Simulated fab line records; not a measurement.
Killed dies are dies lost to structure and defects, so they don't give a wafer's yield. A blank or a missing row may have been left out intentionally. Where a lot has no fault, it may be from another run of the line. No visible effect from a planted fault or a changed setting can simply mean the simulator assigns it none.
Split-lot trial | flow n5 finfet | 21 wafers read from 7 lots, route of 1938 steps

== ABOUT THE SPLIT ==
At N5_BEOL_M0_SAQP_COAT_69 (time 60 s, resist thk 90 nm), the setting spin rpm was moved away from the recipe's 1500 rpm on 8 of the 21 wafers read, by -9.9% to +6.8%. The other wafers ran this setting at the recipe's value.

== FROM THE SPLIT TO THE READING: what the file shows between them, 10 steps ==
- N5_BEOL_M0_SAQP_COAT_87: time 60 s, resist thk 5 nm (also split here: temp c)
- N5_BEOL_M0_SAQP_COAT_34: resist thk 30 nm
- N5_BEOL_M0_SAQP_EBR_36
- N5_BEOL_M0_SAQP_STRIP_89: strips in N2/H2
- N5_BEOL_M0_SAQP_ALD_48: deposits SiO2, target thk 20 nm, pulse time 1 s, co reactant pulse time 1 s
- N5_BEOL_M0_SAQP_ETCH_49: etches SiO2 in CF4/O2, target depth 37 nm
- N5_BEOL_M0_SAQP_STRIP_75: strips in CF4
- N5_BEOL_M0_CUTY_COAT_50: time 60 s, resist thk 15 nm
- N5_BEOL_M0_CUTY_DESCUM_61: chemistry O2, time 7.9 s
- N5_BEOL_M0_CUTY_ETCH_62: etches SiARC in CF4, time 58.5 s

== THE READING ==
etch.depth nm (the simulator's own value, which no gauge read), in nm, at N5_BEOL_M0_CUTY_ETCH_63 (etches SOC in N2/H2, target depth 82.7 nm, overetch 16.5 nm, time 124 s). The file gives no usual value for it. Here, 13 wafers ran the recipe; their average is 70.30 nm with a standard deviation of 0.33 nm.

wafer  | tool, chamber at the split | spin rpm as run, rpm | against the recipe | etch.depth nm, nm | against lot-mates on the recipe
L078.1 | litho track-02, 0          | 1500                 | recipe             | 70.49             | -
L078.3 | litho track-02, 0          | 1500                 | recipe             | 70.36             | -
L078.6 | litho track-02, 0          | 1557                 | +3.8%              | 68.94             | -1.48
L083.1 | litho track-01, 0          | 1500                 | recipe             | 70.44             | -
L083.2 | litho track-01, 0          | 1500                 | recipe             | 70.36             | -
L083.6 | litho track-01, 0          | 1500                 | recipe             | 70.16             | -
L088.4 | litho track-05, 0          | 1602                 | +6.8%              | 67.28             | -3.15
L088.5 | litho track-05, 0          | 1602                 | +6.8%              | 67.92             | -2.51
L088.6 | litho track-05, 0          | 1500                 | recipe             | 70.43             | -
L089.1 | litho track-01, 0          | 1601                 | +6.7%              | 67.39             | -2.27
L089.3 | litho track-01, 0          | 1500                 | recipe             | 69.63             | -
L089.5 | litho track-01, 0          | 1500                 | recipe             | 69.69             | -
L093.1 | litho track-02, 0          | 1500                 | recipe             | 70.94             | -
L093.3 | litho track-02, 0          | 1500                 | recipe             | 70.23             | -
L093.6 | litho track-02, 0          | 1500                 | recipe             | 70.38             | -
L094.1 | litho track-02, 0          | 1500                 | recipe             | 70.54             | -
L094.2 | litho track-02, 0          | 1351                 | -9.9%              | 75.55             | +5.01
L094.5 | litho track-02, 0          | 1351                 | -9.9%              | 75.59             | +5.05
L096.1 | litho track-05, 0          | 1500                 | recipe             | 70.24             | -
L096.2 | litho track-05, 0          | 1421                 | -5.3%              | 73.19             | +2.95
L096.5 | litho track-05, 0          | 1421                 | -5.3%              | 72.96             | +2.72

FIT RESULTS
A straight line over all 21 wafers: etch.depth nm changes by -0.48 nm for each +1% of spin rpm; r = -0.99; the points scatter about the line by 0.37 nm.
The same after taking each lot's own level away (the mean of its wafers on the recipe; 21 wafers): -0.465 nm for each +1%; r = -0.99; scatter 0.3 nm.
On that fit, the largest move of spin rpm shifts the reading by 4.6 nm.
The span of the lots' own levels, 69.660 to 70.540 nm, comes to 2.7 times the standard deviation stated above.
Consequently the slope shifts little with the lot-to-lot level, the two slopes agreeing.
Check: +4.69 nm against its lot-mates is what the line predicts for one of the wafers moved furthest among these (-9.9%) when that wafer is left out of the fit. It came out at +5.01 nm against them.

== FURTHER SPLITS ON THESE WAFERS ==
Note: prior to the reading, these wafers also went through further splits. Each is held against what the fit with the lots' levels taken away leaves over:
other split on the same wafers          | wafers away from the commonest value | r with etch.depth nm (lot level and that fit taken away)
N5_MOL_CONTACT_COAG_ALD_133 ald cycles  | 4                                    | +0.11
N5_MOL_CONTACT_COAG_VIA_ETCH_117 bias w | 9                                    | +0.01
N5_BEOL_M0_SAQP_COAT_87 temp c          | 6                                    | -0.17

== THE WHOLE CHAIN: every reading that the file lists as answering this split, in the file's order ==
step                    | what it does                                                            | reading                                                                             | change (the file's fit)               | r (the file's)
N5_BEOL_M0_SAQP_COAT_69 | time 60 s, resist thk 90 nm                                             | SOC_of_BEOL_M0_SAQP_COAT_69.thk nm (the simulator's own value, which no gauge read) | -0.463 nm for each +1% of the setting | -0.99
N5_BEOL_M0_SAQP_ETCH_49 | etches SiO2 in CF4/O2, target depth 37 nm                               | SOC_of_BEOL_M0_SAQP_COAT_69.thk nm (the simulator's own value, which no gauge read) | -0.448 nm for each +1% of the setting | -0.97
N5_BEOL_M0_CUTY_ETCH_63 | etches SOC in N2/H2, target depth 82.7 nm, overetch 16.5 nm, time 124 s | etch.depth nm (the simulator's own value, which no gauge read)                      | -0.452 nm for each +1% of the setting | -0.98

== THE FILE'S OWN FIT ==
etch.depth nm changes by -0.452 nm for each +1% of spin rpm, r = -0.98.
